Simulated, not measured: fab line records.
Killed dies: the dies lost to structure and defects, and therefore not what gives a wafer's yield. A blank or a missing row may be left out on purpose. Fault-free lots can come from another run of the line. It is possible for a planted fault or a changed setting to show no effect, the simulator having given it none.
fab line records :: flow n5-finfet :: part 2 of 2: steps 20 to 28 of 28
record:
  lots: 5
  wafers: 15
  last-day: 17
route steps=1938 shown BEOL_M1@791
lots with no fault: from the same line, run without faults
start-h: the number of hours between the record's first day and the start of the first shown wafer of the lot :: wait-h: hours elapsed since this lot's preceding step :: " as in the row above :: L1.1+2: a single row standing in for several wafers :: - no value, or no start given :: * or withheld: withheld :: < > ~ a bound
route shown NAME@n: a module of which the file shows steps, and the number in the route of the first :: usual: mean/standard deviation taken from wafers without a fault :: same: alike in all rows :: chamber/n: place in a boat :: sites: each site's reading :: _std_site: standard deviation of those values :: _edge_site: outer sites' mean less inner sites' :: radius-mm: for every site, how far away it sits from the centre of the wafer :: mask NAME#n: copy n :: behind: the tool/chamber that last shaped the wafer :: hold: cause of the lot's hold/its duration in hours/its outcome :: device: transistor that didn't switch, given as n, p or np :: end of line: the route-end tests of the same wafers :: a step without rows: its recipe alone :: killed: at the first sort, the dies lost to defects and structure; wafer yield is something else :: map: the dies of a wafer, with x for killed, . for not killed, _ for no die there
set.NAME: the run value of the setting; set.NAME@STEP: its run value at that earlier step :: model.NAME: the simulator's own value behind a step, which no gauge read
lots at selected steps of the route; one table per step, one row per wafer
services: a tool's chamber out of use, with start hour (start-h, from the record's first day; less than 0 if before it), hours out, and reason
== steps ==
step: N5_BEOL_M1_PRE_CLEAN_45
recipe:
  gas: H2/He
  time-s: 30
  temp-c: 250
usual:
  heater-power-w: 340/34
  susceptor-temp-C: 250.00/0.19
lot.wafer: L076.1
tool: pvd-sputter-02
chamber: -
start-h: 141.65
wait-h: 0.0
heater-power-w: 305
susceptor-temp-C: 250.08

lot.wafer: L076.3
tool: pvd-sputter-02
chamber: -
start-h: 141.65
wait-h: 0.0
heater-power-w: 326
susceptor-temp-C: 249.70

lot.wafer: L076.5
tool: pvd-sputter-02
chamber: -
start-h: 141.65
wait-h: 0.0
heater-power-w: 327
susceptor-temp-C: 249.64

lot.wafer: L085.1
tool: pvd-sputter-01
chamber: -
start-h: 192.94
wait-h: 0.0
heater-power-w: 286
susceptor-temp-C: 249.68

lot.wafer: L085.3
tool: pvd-sputter-01
chamber: -
start-h: 192.94
wait-h: 0.0
heater-power-w: 313
susceptor-temp-C: 250.09

lot.wafer: L085.5
tool: pvd-sputter-01
chamber: -
start-h: 192.94
wait-h: 0.0
heater-power-w: 325
susceptor-temp-C: 250.07

lot.wafer: L090.2
tool: pvd-sputter-01
chamber: -
start-h: 226.30
wait-h: 0.0
heater-power-w: 371
susceptor-temp-C: 249.65

lot.wafer: L090.4
tool: pvd-sputter-01
chamber: -
start-h: 226.30
wait-h: 0.0
heater-power-w: 375
susceptor-temp-C: 250.50

lot.wafer: L090.5
tool: pvd-sputter-01
chamber: -
start-h: 226.30
wait-h: 0.0
heater-power-w: 284
susceptor-temp-C: 250.25

lot.wafer: L094.1
tool: pvd-sputter-01
chamber: -
start-h: 248.17
wait-h: 0.0
heater-power-w: 295
susceptor-temp-C: 249.92

lot.wafer: L094.5
tool: pvd-sputter-01
chamber: -
start-h: 248.17
wait-h: 0.0
heater-power-w: 365
susceptor-temp-C: 250.28

lot.wafer: L094.6
tool: pvd-sputter-01
chamber: -
start-h: 248.17
wait-h: 0.0
heater-power-w: 330
susceptor-temp-C: 250.17

lot.wafer: L096.1
tool: pvd-sputter-03
chamber: -
start-h: 260.34
wait-h: 0.0
heater-power-w: 301
susceptor-temp-C: 249.82

lot.wafer: L096.4
tool: pvd-sputter-03
chamber: -
start-h: 260.34
wait-h: 0.0
heater-power-w: 377
susceptor-temp-C: 249.91

lot.wafer: L096.5
tool: pvd-sputter-03
chamber: -
start-h: 260.34
wait-h: 0.0
heater-power-w: 305
susceptor-temp-C: 250.23
step: N5_BEOL_M1_ALD_84
recipe:
  material: TaN
  target-thk-a: *
  temp-c: 275
  ald-precursor-family: PDMAT
  ald-co-reactant: NH3
  pressure-torr: 3
  carrier-flow-sccm: 1500
  pulse-time-s: 2
  purge-time-s: 3
  co-reactant-purge-time-s: 2
  co-reactant-pulse-time-s: 3
  ald-cycles: 30
  precursor-vessel-temp-c: 75
  precursor-vessel-pressure-torr: 26.25
  precursor-vessel-carrier-sccm: 1000
usual:
  heater-power-w: 424/57
  susceptor-temp-C: 274.99/0.2
same:
  co-reactant-purge-time-s: 2
  purge-time-s: 3
lot.wafer: L076.1
tool: ald-metal-04
chamber: 0
start-h: 141.71
wait-h: 0.0
heater-power-w: 397
susceptor-temp-C: 274.76

lot.wafer: L076.3
tool: ald-metal-04
chamber: 2
start-h: 141.71
wait-h: 0.0
heater-power-w: 502
susceptor-temp-C: 275.14

lot.wafer: L076.5
tool: ald-metal-04
chamber: 2
start-h: 141.71
wait-h: 0.0
heater-power-w: 493
susceptor-temp-C: 274.86

lot.wafer: L085.1
tool: ald-metal-03
chamber: 0
start-h: 193.01
wait-h: 0.0
heater-power-w: 381
susceptor-temp-C: 275.19

lot.wafer: L085.3
tool: ald-metal-03
chamber: 3
start-h: 193.01
wait-h: 0.0
heater-power-w: 314
susceptor-temp-C: 274.61

lot.wafer: L085.5
tool: ald-metal-03
chamber: 0
start-h: 193.01
wait-h: 0.0
heater-power-w: 373
susceptor-temp-C: 274.96

lot.wafer: L090.2
tool: ald-metal-04
chamber: 0
start-h: 226.37
wait-h: 0.0
heater-power-w: 395
susceptor-temp-C: 274.94

lot.wafer: L090.4
tool: ald-metal-04
chamber: 1
start-h: 226.37
wait-h: 0.0
heater-power-w: 490
susceptor-temp-C: 275.08

lot.wafer: L090.5
tool: ald-metal-04
chamber: 0
start-h: 226.37
wait-h: 0.0
heater-power-w: 384
susceptor-temp-C: 275.12

lot.wafer: L094.1
tool: ald-metal-03
chamber: 2
start-h: 248.23
wait-h: 0.0
heater-power-w: 421
susceptor-temp-C: 275.29

lot.wafer: L094.5
tool: ald-metal-03
chamber: 1
start-h: 248.23
wait-h: 0.0
heater-power-w: 440
susceptor-temp-C: 275.19

lot.wafer: L094.6
tool: ald-metal-03
chamber: 2
start-h: 248.23
wait-h: 0.0
heater-power-w: 432
susceptor-temp-C: 274.89

lot.wafer: L096.1
tool: ald-metal-04
chamber: 1
start-h: 260.40
wait-h: 0.0
heater-power-w: 503
susceptor-temp-C: 275.05

lot.wafer: L096.4
tool: ald-metal-04
chamber: 0
start-h: 260.40
wait-h: 0.0
heater-power-w: 399
susceptor-temp-C: 274.81

lot.wafer: L096.5
tool: ald-metal-04
chamber: 0
start-h: 260.40
wait-h: 0.0
heater-power-w: 395
susceptor-temp-C: 274.66
step: N5_BEOL_M1_SURFACE_TREAT_85
recipe:
  gas: Ar
  time-s: *
  ion-energy-ev: *
  ion-current-ma-cm2: 0.5
  pressure-mtorr: *
  ar-flow-sccm: 30
usual:
  pressure-mtorr: *
  throttle-valve-pct: *
lot.wafer: L076.1
tool: pvd-sputter-02
chamber: -
start-h: 141.94
wait-h: 0.1
pressure-mtorr: *
throttle-valve-pct: *

lot.wafer: L076.3
tool: pvd-sputter-02
chamber: -
start-h: 141.94
wait-h: 0.1
pressure-mtorr: *
throttle-valve-pct: *

lot.wafer: L076.5
tool: pvd-sputter-02
chamber: -
start-h: 141.94
wait-h: 0.1
pressure-mtorr: *
throttle-valve-pct: *

lot.wafer: L085.1
tool: pvd-sputter-01
chamber: -
start-h: 193.23
wait-h: 0.1
pressure-mtorr: *
throttle-valve-pct: *

lot.wafer: L085.3
tool: pvd-sputter-01
chamber: -
start-h: 193.23
wait-h: 0.1
pressure-mtorr: *
throttle-valve-pct: *

lot.wafer: L085.5
tool: pvd-sputter-01
chamber: -
start-h: 193.23
wait-h: 0.1
pressure-mtorr: *
throttle-valve-pct: *

lot.wafer: L090.2
tool: pvd-sputter-02
chamber: -
start-h: 226.61
wait-h: 0.1
pressure-mtorr: *
throttle-valve-pct: *

lot.wafer: L090.4
tool: pvd-sputter-02
chamber: -
start-h: 226.61
wait-h: 0.1
pressure-mtorr: *
throttle-valve-pct: *

lot.wafer: L090.5
tool: pvd-sputter-02
chamber: -
start-h: 226.61
wait-h: 0.1
pressure-mtorr: *
throttle-valve-pct: *

lot.wafer: L094.1
tool: pvd-sputter-02
chamber: -
start-h: 248.60
wait-h: 0.3
pressure-mtorr: *
throttle-valve-pct: *

lot.wafer: L094.5
tool: pvd-sputter-02
chamber: -
start-h: 248.60
wait-h: 0.3
pressure-mtorr: *
throttle-valve-pct: *

lot.wafer: L094.6
tool: pvd-sputter-02
chamber: -
start-h: 248.60
wait-h: 0.3
pressure-mtorr: *
throttle-valve-pct: *

lot.wafer: L096.1
tool: pvd-sputter-03
chamber: -
start-h: 260.68
wait-h: 0.2
pressure-mtorr: *
throttle-valve-pct: *

lot.wafer: L096.4
tool: pvd-sputter-03
chamber: -
start-h: 260.68
wait-h: 0.2
pressure-mtorr: *
throttle-valve-pct: *

lot.wafer: L096.5
tool: pvd-sputter-03
chamber: -
start-h: 260.68
wait-h: 0.2
pressure-mtorr: *
throttle-valve-pct: *
step: N5_BEOL_M1_CVD_47
recipe:
  material: Co
  target-thk-a: 30
  temp-c: withheld
  precursor: CCTBA/H2
  pressure-torr: 30
  time-s: 223.8
lot.wafer: L076.1+3+5
tool: cvd-co-01
chamber: 1,0,0
start-h: 142.08
wait-h: 0.1

lot.wafer: L085.1+3+5
tool: cvd-co-01
chamber: 0,2,1
start-h: 193.29
wait-h: 0.0

lot.wafer: L090.2+4+5
tool: cvd-co-01
chamber: 0,2,0
start-h: 226.74
wait-h: 0.1

lot.wafer: L094.1+5+6
tool: cvd-co-01
chamber: 0,2,0
start-h: 248.89
wait-h: 0.3

lot.wafer: L096.1+4+5
tool: cvd-co-02
chamber: 0,1,0
start-h: 260.97
wait-h: 0.3
step: N5_BEOL_M1_SPUTTER_48
recipe:
  material: Cu
  target-thk-a: 45
  temp-c: -20
  chamber-pressure-pa: 0.07
  power-w: withheld
  time-s: 8.29
usual:
  susceptor-temp-C: -19.99/0.1
  throttle-valve-pct: 29.7/1.3
lot.wafer: L076.1
tool: pvd-sputter-03
chamber: -
start-h: 142.53
wait-h: 0.4
susceptor-temp-C: -20.04
throttle-valve-pct: 29.8

lot.wafer: L076.3
tool: pvd-sputter-03
chamber: -
start-h: 142.53
wait-h: 0.4
susceptor-temp-C: -19.93
throttle-valve-pct: 31.5

lot.wafer: L076.5
tool: pvd-sputter-03
chamber: -
start-h: 142.53
wait-h: 0.4
susceptor-temp-C: -20.05
throttle-valve-pct: 31.7

lot.wafer: L085.1
tool: pvd-sputter-03
chamber: -
start-h: 193.46
wait-h: 0.1
susceptor-temp-C: -20.20
throttle-valve-pct: 29.6

lot.wafer: L085.3
tool: pvd-sputter-03
chamber: -
start-h: 193.46
wait-h: 0.1
susceptor-temp-C: -20.07
throttle-valve-pct: 31.4

lot.wafer: L085.5
tool: pvd-sputter-03
chamber: -
start-h: 193.46
wait-h: 0.1
susceptor-temp-C: -19.96
throttle-valve-pct: 31.6

lot.wafer: L090.2
tool: pvd-sputter-01
chamber: -
start-h: 226.90
wait-h: 0.1
susceptor-temp-C: -19.99
throttle-valve-pct: 31.3

lot.wafer: L090.4
tool: pvd-sputter-01
chamber: -
start-h: 226.90
wait-h: 0.1
susceptor-temp-C: -20.06
throttle-valve-pct: 30.2

lot.wafer: L090.5
tool: pvd-sputter-01
chamber: -
start-h: 226.90
wait-h: 0.1
susceptor-temp-C: -19.75
throttle-valve-pct: 31.3

lot.wafer: L094.1
tool: pvd-sputter-02
chamber: -
start-h: 249.32
wait-h: 0.4
susceptor-temp-C: -20.07
throttle-valve-pct: 29.9

lot.wafer: L094.5
tool: pvd-sputter-02
chamber: -
start-h: 249.32
wait-h: 0.4
susceptor-temp-C: -19.91
throttle-valve-pct: 28.2

lot.wafer: L094.6
tool: pvd-sputter-02
chamber: -
start-h: 249.32
wait-h: 0.4
susceptor-temp-C: -19.96
throttle-valve-pct: 29.5

lot.wafer: L096.1
tool: pvd-sputter-02
chamber: -
start-h: 261.69
wait-h: 0.7
susceptor-temp-C: -19.96
throttle-valve-pct: 29.8

lot.wafer: L096.4
tool: pvd-sputter-02
chamber: -
start-h: 261.69
wait-h: 0.7
susceptor-temp-C: -20.05
throttle-valve-pct: 29.2

lot.wafer: L096.5
tool: pvd-sputter-02
chamber: -
start-h: 261.69
wait-h: 0.7
susceptor-temp-C: -19.96
throttle-valve-pct: 29.8
step: N5_BEOL_M1_ANNEAL_49
recipe:
  temp-c: 400
  time-s: 240
  ambient: vacuum
usual:
  heater-power-w: 848/88
  susceptor-temp-C: 399.99/0.21
lot.wafer: L076.1
tool: pvd-sputter-03
chamber: -
start-h: 142.61
wait-h: 0.0
heater-power-w: 974
susceptor-temp-C: 400.20

lot.wafer: L076.3
tool: pvd-sputter-03
chamber: -
start-h: 142.61
wait-h: 0.0
heater-power-w: 862
susceptor-temp-C: 400.15

lot.wafer: L076.5
tool: pvd-sputter-03
chamber: -
start-h: 142.61
wait-h: 0.0
heater-power-w: 745
susceptor-temp-C: 399.99

lot.wafer: L085.1
tool: pvd-sputter-03
chamber: -
start-h: 193.54
wait-h: 0.0
heater-power-w: 959
susceptor-temp-C: 400.31

lot.wafer: L085.3
tool: pvd-sputter-03
chamber: -
start-h: 193.54
wait-h: 0.0
heater-power-w: 891
susceptor-temp-C: 400.40

lot.wafer: L085.5
tool: pvd-sputter-03
chamber: -
start-h: 193.54
wait-h: 0.0
heater-power-w: 874
susceptor-temp-C: 399.97

lot.wafer: L090.2
tool: pvd-sputter-01
chamber: -
start-h: 226.98
wait-h: 0.0
heater-power-w: 918
susceptor-temp-C: 400.46

lot.wafer: L090.4
tool: pvd-sputter-01
chamber: -
start-h: 226.98
wait-h: 0.0
heater-power-w: 912
susceptor-temp-C: 400.09

lot.wafer: L090.5
tool: pvd-sputter-01
chamber: -
start-h: 226.98
wait-h: 0.0
heater-power-w: 959
susceptor-temp-C: 400.22

lot.wafer: L094.1
tool: pvd-sputter-02
chamber: -
start-h: 249.40
wait-h: 0.0
heater-power-w: 993
susceptor-temp-C: 400.14

lot.wafer: L094.5
tool: pvd-sputter-02
chamber: -
start-h: 249.40
wait-h: 0.0
heater-power-w: 809
susceptor-temp-C: 399.93

lot.wafer: L094.6
tool: pvd-sputter-02
chamber: -
start-h: 249.40
wait-h: 0.0
heater-power-w: 763
susceptor-temp-C: 399.89

lot.wafer: L096.1
tool: pvd-sputter-02
chamber: -
start-h: 261.78
wait-h: 0.0
heater-power-w: 773
susceptor-temp-C: 400.20

lot.wafer: L096.4
tool: pvd-sputter-02
chamber: -
start-h: 261.78
wait-h: 0.0
heater-power-w: 885
susceptor-temp-C: 400.12

lot.wafer: L096.5
tool: pvd-sputter-02
chamber: -
start-h: 261.78
wait-h: 0.0
heater-power-w: 957
susceptor-temp-C: 399.76
step: N5_BEOL_M1_SPUTTER_79
recipe:
  material: Cu
  target-thk-a: 45
  temp-c: -20
  chamber-pressure-pa: 0.07
  power-w: withheld
  time-s: 8.29
usual:
  susceptor-temp-C: -20.01/0.1
  throttle-valve-pct: 29.7/1.3
lot.wafer: L076.1
tool: pvd-sputter-03
chamber: -
start-h: 142.75
wait-h: 0.1
susceptor-temp-C: -20.09
throttle-valve-pct: 29.5

lot.wafer: L076.3
tool: pvd-sputter-03
chamber: -
start-h: 142.75
wait-h: 0.1
susceptor-temp-C: -19.97
throttle-valve-pct: 31.3

lot.wafer: L076.5
tool: pvd-sputter-03
chamber: -
start-h: 142.75
wait-h: 0.1
susceptor-temp-C: -19.91
throttle-valve-pct: 32.2

lot.wafer: L085.1
tool: pvd-sputter-03
chamber: -
start-h: 193.68
wait-h: 0.1
susceptor-temp-C: -19.93
throttle-valve-pct: 29.7

lot.wafer: L085.3
tool: pvd-sputter-03
chamber: -
start-h: 193.68
wait-h: 0.1
susceptor-temp-C: -20.19
throttle-valve-pct: 31.3

lot.wafer: L085.5
tool: pvd-sputter-03
chamber: -
start-h: 193.68
wait-h: 0.1
susceptor-temp-C: -20.05
throttle-valve-pct: 31.5

lot.wafer: L090.2
tool: pvd-sputter-01
chamber: -
start-h: 227.12
wait-h: 0.1
susceptor-temp-C: -19.97
throttle-valve-pct: 31.0

lot.wafer: L090.4
tool: pvd-sputter-01
chamber: -
start-h: 227.12
wait-h: 0.1
susceptor-temp-C: -20.09
throttle-valve-pct: 30.4

lot.wafer: L090.5
tool: pvd-sputter-01
chamber: -
start-h: 227.12
wait-h: 0.1
susceptor-temp-C: -19.93
throttle-valve-pct: 30.8

lot.wafer: L094.1
tool: pvd-sputter-02
chamber: -
start-h: 249.54
wait-h: 0.1
susceptor-temp-C: -20.01
throttle-valve-pct: 29.8

lot.wafer: L094.5
tool: pvd-sputter-02
chamber: -
start-h: 249.54
wait-h: 0.1
susceptor-temp-C: -20.16
throttle-valve-pct: 27.9

lot.wafer: L094.6
tool: pvd-sputter-02
chamber: -
start-h: 249.54
wait-h: 0.1
susceptor-temp-C: -20.07
throttle-valve-pct: 29.7

lot.wafer: L096.1
tool: pvd-sputter-02
chamber: -
start-h: 261.94
wait-h: 0.1
susceptor-temp-C: -20.06
throttle-valve-pct: 29.9

lot.wafer: L096.4
tool: pvd-sputter-02
chamber: -
start-h: 261.94
wait-h: 0.1
susceptor-temp-C: -19.86
throttle-valve-pct: 29.4

lot.wafer: L096.5
tool: pvd-sputter-02
chamber: -
start-h: 261.94
wait-h: 0.1
susceptor-temp-C: -19.99
throttle-valve-pct: 29.7
step: N5_BEOL_M1_ANNEAL_80
recipe:
  temp-c: 400
  time-s: 240
  ambient: vacuum
usual:
  heater-power-w: 846/87
  susceptor-temp-C: 400.01/0.22
lot.wafer: L076.1
tool: pvd-sputter-03
chamber: -
start-h: 142.83
wait-h: 0.0
heater-power-w: 943
susceptor-temp-C: 399.98

lot.wafer: L076.3
tool: pvd-sputter-03
chamber: -
start-h: 142.83
wait-h: 0.0
heater-power-w: 867
susceptor-temp-C: 400.17

lot.wafer: L076.5
tool: pvd-sputter-03
chamber: -
start-h: 142.83
wait-h: 0.0
heater-power-w: 725
susceptor-temp-C: 400.16

lot.wafer: L085.1
tool: pvd-sputter-03
chamber: -
start-h: 193.76
wait-h: 0.0
heater-power-w: 961
susceptor-temp-C: 400.01

lot.wafer: L085.3
tool: pvd-sputter-03
chamber: -
start-h: 193.76
wait-h: 0.0
heater-power-w: 889
susceptor-temp-C: 400.19

lot.wafer: L085.5
tool: pvd-sputter-03
chamber: -
start-h: 193.76
wait-h: 0.0
heater-power-w: 869
susceptor-temp-C: 400.35

lot.wafer: L090.2
tool: pvd-sputter-01
chamber: -
start-h: 227.20
wait-h: 0.0
heater-power-w: 925
susceptor-temp-C: 399.70

lot.wafer: L090.4
tool: pvd-sputter-01
chamber: -
start-h: 227.20
wait-h: 0.0
heater-power-w: 907
susceptor-temp-C: 399.97

lot.wafer: L090.5
tool: pvd-sputter-01
chamber: -
start-h: 227.20
wait-h: 0.0
heater-power-w: 946
susceptor-temp-C: 399.75

lot.wafer: L094.1
tool: pvd-sputter-02
chamber: -
start-h: 249.62
wait-h: 0.0
heater-power-w: 982
susceptor-temp-C: 399.75

lot.wafer: L094.5
tool: pvd-sputter-02
chamber: -
start-h: 249.62
wait-h: 0.0
heater-power-w: 805
susceptor-temp-C: 400.08

lot.wafer: L094.6
tool: pvd-sputter-02
chamber: -
start-h: 249.62
wait-h: 0.0
heater-power-w: 747
susceptor-temp-C: 399.74

lot.wafer: L096.1
tool: pvd-sputter-02
chamber: -
start-h: 262.03
wait-h: 0.0
heater-power-w: 758
susceptor-temp-C: 400.30

lot.wafer: L096.4
tool: pvd-sputter-02
chamber: -
start-h: 262.03
wait-h: 0.0
heater-power-w: 891
susceptor-temp-C: 399.95

lot.wafer: L096.5
tool: pvd-sputter-02
chamber: -
start-h: 262.03
wait-h: 0.0
heater-power-w: 976
susceptor-temp-C: 399.87
step: N5_BEOL_M1_SPUTTER_81
recipe:
  material: Cu
  target-thk-a: 45
  temp-c: -20
  chamber-pressure-pa: 0.07
  power-w: withheld
  time-s: 8.29
usual:
  susceptor-temp-C: -20.00/0.11
  throttle-valve-pct: 29.7/1.3
lot.wafer: L076.1
tool: pvd-sputter-03
chamber: -
start-h: 142.97
wait-h: 0.1
susceptor-temp-C: -20.18
throttle-valve-pct: 29.7

lot.wafer: L076.3
tool: pvd-sputter-03
chamber: -
start-h: 142.97
wait-h: 0.1
susceptor-temp-C: -19.98
throttle-valve-pct: 31.6

lot.wafer: L076.5
tool: pvd-sputter-03
chamber: -
start-h: 142.97
wait-h: 0.1
susceptor-temp-C: -19.82
throttle-valve-pct: 31.9

lot.wafer: L085.1
tool: pvd-sputter-03
chamber: -
start-h: 193.90
wait-h: 0.1
susceptor-temp-C: -20.06
throttle-valve-pct: 29.8

lot.wafer: L085.3
tool: pvd-sputter-03
chamber: -
start-h: 193.90
wait-h: 0.1
susceptor-temp-C: -19.86
throttle-valve-pct: 31.5

lot.wafer: L085.5
tool: pvd-sputter-03
chamber: -
start-h: 193.90
wait-h: 0.1
susceptor-temp-C: -19.87
throttle-valve-pct: 31.3

lot.wafer: L090.2
tool: pvd-sputter-01
chamber: -
start-h: 227.34
wait-h: 0.1
susceptor-temp-C: -19.90
throttle-valve-pct: 31.0

lot.wafer: L090.4
tool: pvd-sputter-01
chamber: -
start-h: 227.34
wait-h: 0.1
susceptor-temp-C: -19.94
throttle-valve-pct: 30.0

lot.wafer: L090.5
tool: pvd-sputter-01
chamber: -
start-h: 227.34
wait-h: 0.1
susceptor-temp-C: -20.00
throttle-valve-pct: 31.2

lot.wafer: L094.1
tool: pvd-sputter-02
chamber: -
start-h: 249.76
wait-h: 0.1
susceptor-temp-C: -19.97
throttle-valve-pct: 30.1

lot.wafer: L094.5
tool: pvd-sputter-02
chamber: -
start-h: 249.76
wait-h: 0.1
susceptor-temp-C: -20.22
throttle-valve-pct: 27.9

lot.wafer: L094.6
tool: pvd-sputter-02
chamber: -
start-h: 249.76
wait-h: 0.1
susceptor-temp-C: -19.97
throttle-valve-pct: 29.7

lot.wafer: L096.1
tool: pvd-sputter-02
chamber: -
start-h: 262.18
wait-h: 0.1
susceptor-temp-C: -20.14
throttle-valve-pct: 29.6

lot.wafer: L096.4
tool: pvd-sputter-02
chamber: -
start-h: 262.18
wait-h: 0.1
susceptor-temp-C: -20.03
throttle-valve-pct: 29.5

lot.wafer: L096.5
tool: pvd-sputter-02
chamber: -
start-h: 262.18
wait-h: 0.1
susceptor-temp-C: -20.07
throttle-valve-pct: 29.7
== services ==
tool: pvd-sputter-02
chamber: -
start-h: 125.20
hours: 3.7
kind: repair

tool: ald-sin-01
chamber: 1
start-h: 125.40
hours: 1.6
kind: repair

tool: rie-diel-05
chamber: -
start-h: 125.78
hours: 2.8
kind: pm

tool: cvd-co-02
chamber: 0
start-h: 128.78
hours: 10.8
kind: repair

tool: rie-diel-01
chamber: 3
start-h: 132.83
hours: 3.4
kind: repair

tool: cvd-co-02
chamber: 2
start-h: 164.82
hours: 8.4
kind: repair

tool: ald-sin-01
chamber: 0
start-h: 165.18
hours: 1.3
kind: repair

tool: rie-diel-01
chamber: 0
start-h: 171.33
hours: 5.5
kind: repair

tool: rie-diel-01
chamber: 3
start-h: 177.07
hours: -
kind: clean

tool: rie-diel-01
chamber: 3
start-h: 177.07
hours: -
kind: consumable-replace:focus-ring

tool: wet-bench-06
chamber: -
start-h: 178.94
hours: 1.9
kind: pm

tool: rie-diel-05
chamber: 1
start-h: 180.70
hours: -
kind: clean

tool: rie-diel-05
chamber: 1
start-h: 180.70
hours: -
kind: consumable-replace:focus-ring

tool: rie-diel-05
chamber: 1
start-h: 180.70
hours: 22.6
kind: scheduled-down

tool: rie-diel-05
chamber: 1
start-h: 180.70
hours: 22.6
kind: vent-cycle

tool: wet-bench-01
chamber: -
start-h: 190.68
hours: 4.3
kind: repair

tool: ald-metal-03
chamber: 1
start-h: 197.08
hours: 2.4
kind: repair

tool: rie-diel-01
chamber: -
start-h: 202.49
hours: 2.8
kind: pm

tool: ald-sin-01
chamber: 2
start-h: 233.47
hours: 5.1
kind: repair

tool: ald-sin-03
chamber: 2
start-h: 235.43
hours: 3.2
kind: repair

tool: ald-sin-01
chamber: 1
start-h: 237.89
hours: 16.2
kind: repair

tool: cvd-co-01
chamber: 0
start-h: 240.44
hours: 2.5
kind: repair

tool: ald-sin-03
chamber: 1
start-h: 241.41
hours: 2.0
kind: repair

tool: rie-diel-01
chamber: 2
start-h: 247.19
hours: 13.3
kind: repair
